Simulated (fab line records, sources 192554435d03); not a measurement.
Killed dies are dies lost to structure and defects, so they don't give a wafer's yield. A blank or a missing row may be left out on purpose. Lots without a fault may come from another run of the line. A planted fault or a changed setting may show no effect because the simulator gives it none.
A struck lot beside a sound one | flow n5_finfet | 38 steps out of a route of 1938
Sound: wafers L837.2, L837.3, L837.4. Struck: wafers L836.1, L836.6. (L836.5 of the same lot was not struck and is left out.) The cause comes at the end.
At each step with rows: each side's tool, then ch and its chambers, then its first start. Under that, the readings that differ: sound wafers | struck wafers | difference of the means | sigmas: that difference in standard deviations of wafers without a fault.
alike: readings whose means differ by less than 2 such deviations, and words and numbers that are the same on both sides. not compared: withheld readings, readings that some wafer has no value for, bounds like >300 that may hide the same value, and numbers for which the record gives no deviation and whose values overlap.
The two part at a step that has a row with sigmas, a row that says differs or no value, or rows on one side only. Numbers that don't overlap but have no deviation are shown without sigmas and don't part them. A reading that every wafer of one side lacks parts them only if that side has two wafers or more.

first, 9 steps without rows for these wafers: N5_BEOL_M4_ANNEAL_95 (time 240 s); N5_BEOL_M4_SPUTTER_96 (material Cu, target thk 4.5 nm, time 8.29 s); N5_BEOL_M4_ECD_50 (material Cu, target thk 300 nm); N5_BEOL_M4_ANNEAL_51 (time 90 s); N5_BEOL_M4_CMP_52 (polishes, stops on SiOC, t overpolish 6.8 s, target thk 40 nm); N5_BEOL_M4_PRE_CLEAN_60 (time 15 s); N5_BEOL_M4_CO_CAP_55 (material Co, precursor CCTBA/H2, target thk 2 nm, time 102.1 s); N5_BEOL_M4_PRE_CLEAN_56 (time 15 s); N5_BEOL_M4_DEP_57 (deposits SiCN from 3MS/NH3, target thk 8 nm, time 14 s).
N5_BEOL_M4_RC_MEAS_101:
  sound on prober-02 ch 0, day 13 16:08; struck on prober-02 ch 0, day 13 00:03
  alike: DIBL_N, DIBL_P, IOFF_N, IOFF_P, ION_N, ION_P, SS_N, SS_P, VT_N, VT_P
then, 24 steps without rows for these wafers: N5_BEOL_M5_ILD_DEP_00 (deposits SiCOH lowk from DEMS/porogen, target thk 140.64 nm, time 25.9 s); N5_BEOL_M5_CURE_79 (cures SiCOH lowk, time 240 s); N5_BEOL_M5_PECVD_70 (deposits SiO2 from TEOS/O2, target thk 16 nm, time 18 s); N5_BEOL_M5_HM_DEP_02 (deposits TiN, target thk 20 nm); N5_BEOL_M5_COAT_59 (time 60 s, resist thk 60 nm); N5_BEOL_M5_COAT_60 (time 60 s, resist thk 12 nm); N5_BEOL_M5_COAT_71 (time 60 s, resist thk 5 nm); N5_BEOL_M5_COAT_05 (resist thk 30 nm); N5_BEOL_M5_EBR_07; N5_BEOL_M5_SOFTBAKE_06 (time 60 s); N5_BEOL_M5_EXPOSE_08 (exposes mask M5, target cd 28 nm); N5_BEOL_M5_PEB_09 (peb time 60 s); N5_BEOL_M5_DEVELOP_10 (develop time 30 s); N5_BEOL_M5_DESCUM_16 (chemistry O2, time 7 s); N5_BEOL_M5_ETCH_72 (etches underlayer in N2/H2, target depth 6.5 nm, time 5.2 s); N5_BEOL_M5_ETCH_61 (etches SiARC in CF4, target depth 15.6 nm, time 26 s); N5_BEOL_M5_ETCH_62 (etches SOC in N2/H2, target depth 75 nm, overetch 15 nm, time 112.5 s); N5_BEOL_M5_STRIP_63 (strips in N2/H2); N5_BEOL_M5_STRIP_73 (strips in N2/H2); N5_BEOL_M5_STRIP_64 (strips in CF4); N5_BEOL_M5_HM_OPEN_17 (chemistry Cl2/BCl3, target TiN, target depth 20 nm, overetch 6 nm); N5_BEOL_M5_STRIP_19 (strips in O2); N5_BEOL_M5_COAT_65 (time 60 s, resist thk 60 nm); N5_BEOL_M5_COAT_66 (time 60 s, resist thk 12 nm).
N5_BEOL_M7_CMP_52: polishes, stops on SiCOH lowk, t overpolish 6.9 s, target thk 80 nm.
  sound on cmp-02 ch 0,1,2, day 14 21:25; struck on cmp-03 ch 0,3, day 14 14:40
  reading                      | sound             | struck      | difference | sigmas
  barrier_field_endpoint_s (s) | 28.1 29.3 29.6    | 46.9 46.9   | +17.9      | +21
  overpolish_run_s (s)         | 6.899 6.903 6.874 | 0.036 0.039 | -6.854     | -99 or more
  time_to_endpoint_s (s)       | 62 71 65          | 82 80       | +15        | +4
  alike: motor_current_A, platen_rpm
N5_BEOL_M7_THK_MEAS_53: measures by xrf.
  sound on film_metro-01, day 14 21:40; struck on film_metro-02, day 14 14:53
  reading     | sound          | struck      | difference | sigmas
  M7_THK (nm) | 79.2 81.9 83.1 | 195.5 181.6 | +107.2     | +49
N5_BEOL_M7_INSPECT_58: inspects for defects (darkfield).
  sound on defect_inspect-02, day 14 21:50; struck on defect_inspect-02, day 14 15:03
  reading          | sound    | struck    | difference | sigmas
  raw_defect_count | 69 61 79 | 1258 1123 | +1121      | +42
-- the record jumps here: 3 days lie between the struck wafers' starts before and after (it left off in module BEOL_M7 and takes up again in module PASSIVATION, whose first step shown is number 1936 of the route) --
N5_PASSIVATION_PROBE_49:
  sound on prober-02, day 17 20:14; struck on prober-01, day 17 16:21
  reading                  | sound          | struck    | difference | sigmas
  defect_limited_yield (%) | 90.8 89.7 88.1 | 0 0       | -90        | -60
  killed_at_M4_up          | 7 14 6         | 1092 1072 | +1073      | +99 or more
  killed_at_contacts       | 10 8 15        | 23 32     | +16        | +2
  killed_at_front_end      | 58 68 84       | 30 45     | -32        | -2
  killed_dies              | 108 122 140    | 1180 1180 | +1057      | +59
  killed_on_rim            | 16 16 17       | 152 152   | +136       | +32
  sort_n_pass              | 1072 1058 1040 | 0 0       | -1057      | -59
  alike: killed_at_M0_to_M3, killed_at_other, killed_open, killed_short, sort_bin_5_function, sort_bin_6_memory, sort_bin_8_speed

WHERE THEY PART
First at N5_BEOL_M7_CMP_52; last, within this record, at N5_PASSIVATION_PROBE_49.

WHY: what the simulator had put in
Process parameter drift: cmp-03, from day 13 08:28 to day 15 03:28, at N5_BEOL_M7_CMP_52. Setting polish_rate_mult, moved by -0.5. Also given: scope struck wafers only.
